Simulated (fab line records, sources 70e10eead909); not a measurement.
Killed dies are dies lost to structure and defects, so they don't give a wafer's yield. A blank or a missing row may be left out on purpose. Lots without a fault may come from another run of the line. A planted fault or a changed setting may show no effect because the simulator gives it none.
A struck lot beside a sound one | flow nand_harc | 15 steps out of a route of 1302
Sound: wafers L811.1, L811.3, L811.5. Struck: wafers L822.1, L822.2, L822.3. The cause comes at the end.
At each step with rows: each side's tool, then ch and its chambers, then its first start. Under that, the readings that differ: sound wafers | struck wafers | difference of the means | sigmas: that difference in standard deviations of wafers without a fault.
alike: readings whose means differ by less than 2 such deviations, and words and numbers that are the same on both sides. not compared: withheld readings, readings that some wafer has no value for, bounds like >300 that may hide the same value, and numbers for which the record gives no deviation and whose values overlap.
The two part at a step that has a row with sigmas, a row that says differs or no value, or rows on one side only. Numbers that don't overlap but have no deviation are shown without sigmas and don't part them. A reading that every wafer of one side lacks parts them only if that side has two wafers or more.

first, 4 steps without rows for these wafers: NHARC_THIN_TSV_EBR_29; NHARC_THIN_TSV_EXPOSE_30 (exposes mask PAD); NHARC_THIN_TSV_PEB_31 (peb time 85 s); NHARC_THIN_TSV_DEVELOP_32 (time 70 s).
NHARC_THIN_TSV_CD_MEAS_33: target cd 5000 nm.
  sound on cd_sem-01 ch 0, day 27 03:57; struck on cd_sem-01 ch 0, day 32 13:43
  reading    | sound                | struck               | difference | sigmas
  cd_nm (nm) | 4998.7 4997.7 4998.3 | 5003.2 5002.1 5001.2 | +3.9       | +2
then, 1 step without rows for these wafers: NHARC_THIN_TSV_HARDBAKE_34 (time 80 s).
NHARC_THIN_TSV_DESCUM_35: chemistry O2, time 3 s.
  sound on rie_diel-01 ch 0,1, day 27 04:08; struck on rie_diel-04 ch 0,2,3, day 32 13:52
  alike: drypump_motor_current_A, oes_product_au, rf_vpp_V, showerhead_plenum_p_Torr, throttle_valve_pct
  not compared: rf_hours_counter_h
NHARC_THIN_TSV_ETCH_59: etches the open film in Cl2/BCl3, target depth 880 nm, time 138.1 s.
  sound on rie_metal-01 ch 0,1, day 27 04:14; struck on rie_metal-02 ch 0,1, day 32 14:00
  reading               | sound             | struck            | difference | sigmas
  oes_product_au (a.u.) | 1.000 0.981 0.979 | 1.015 1.005 1.011 | +0.024     | +3
  alike: drypump_motor_current_A, throttle_valve_pct
  not compared: rf_hours_counter_h
NHARC_THIN_TSV_ETCH_36: etches the open film in Cl2/BCl3, target depth 65 nm, time 18.571 s.
  sound on rie_metal-01 ch 0, day 27 04:30; struck on rie_metal-02 ch 0,1, day 32 14:16
  alike: drypump_motor_current_A, oes_product_au
  not compared: rf_hours_counter_h
NHARC_THIN_TSV_STRIP_56: strips in O2.
  sound on plasma_asher-01 ch 0,1, day 27 04:39; struck on plasma_asher-02 ch 0,1, day 32 14:22
  alike: drypump_motor_current_A, heater_power_w, temp_c
  not compared: rf_hours_counter_h
then, 1 step without rows for these wafers: NHARC_THIN_TSV_STRIP_57 (strips in post etch residue remover, time 1200 s).
NHARC_THIN_TSV_CD_MEAS_37:
  sound on cd_sem-03, day 27 05:23; struck on cd_sem-01, day 32 15:09
  alike: cd_nm
NHARC_THIN_TSV_ANNEAL_58: time 1800 s.
  sound on furnace-03 ch 0, day 27 08:32; struck on furnace-01 ch 0, day 32 18:14
  reading                   | sound             | struck            | difference | sigmas
  spike_tc_bottom_C (C)     | 421.7 422.0 421.9 | 450.2 448.7 449.8 | +27.7      | +17
  spike_tc_centre_C (C)     | 401.3 400.9 400.2 | 424.4 421.1 425.6 | +22.9      | +15
  spike_tc_lower_C (C)      | 401.5 398.8 400.5 | 425.4 423.4 425.8 | +24.6      | +22
  spike_tc_top_C (C)        | 429.5 431.0 428.0 | 455.9 454.6 453.0 | +25.0      | +18
  spike_tc_upper_C (C)      | 397.9 399.3 399.0 | 422.7 422.7 424.4 | +24.5      | +22
  zone_power_centre_pct (%) | 4.61 4.62 4.68    | 4.94 4.99 5.05    | +0.36      | +6
  zone_power_lower_pct (%)  | 3.8 3.8 3.8       | 5.8 5.9 5.9       | +2.1       | +3
  alike: tube_center_temp_C
NHARC_THIN_TSV_INSPECT_40:
  sound on defect_inspect-02, day 27 09:59; struck on defect_inspect-02, day 32 19:40
  alike: raw_defect_count
NHARC_END_SORT_01:
  sound on prober-02 ch 0, day 27 13:02; struck on prober-01 ch 0, day 32 22:42
  alike: defect_limited_yield, killed_at_array, killed_at_other, killed_at_periphery, killed_dies, killed_open, killed_short

WHERE THEY PART
First at NHARC_THIN_TSV_CD_MEAS_33; last, within this record, at NHARC_THIN_TSV_ANNEAL_58. Later steps at which nothing parts them and some readings are alike: NHARC_THIN_TSV_INSPECT_40, NHARC_END_SORT_01.

WHY: what the simulator had put in
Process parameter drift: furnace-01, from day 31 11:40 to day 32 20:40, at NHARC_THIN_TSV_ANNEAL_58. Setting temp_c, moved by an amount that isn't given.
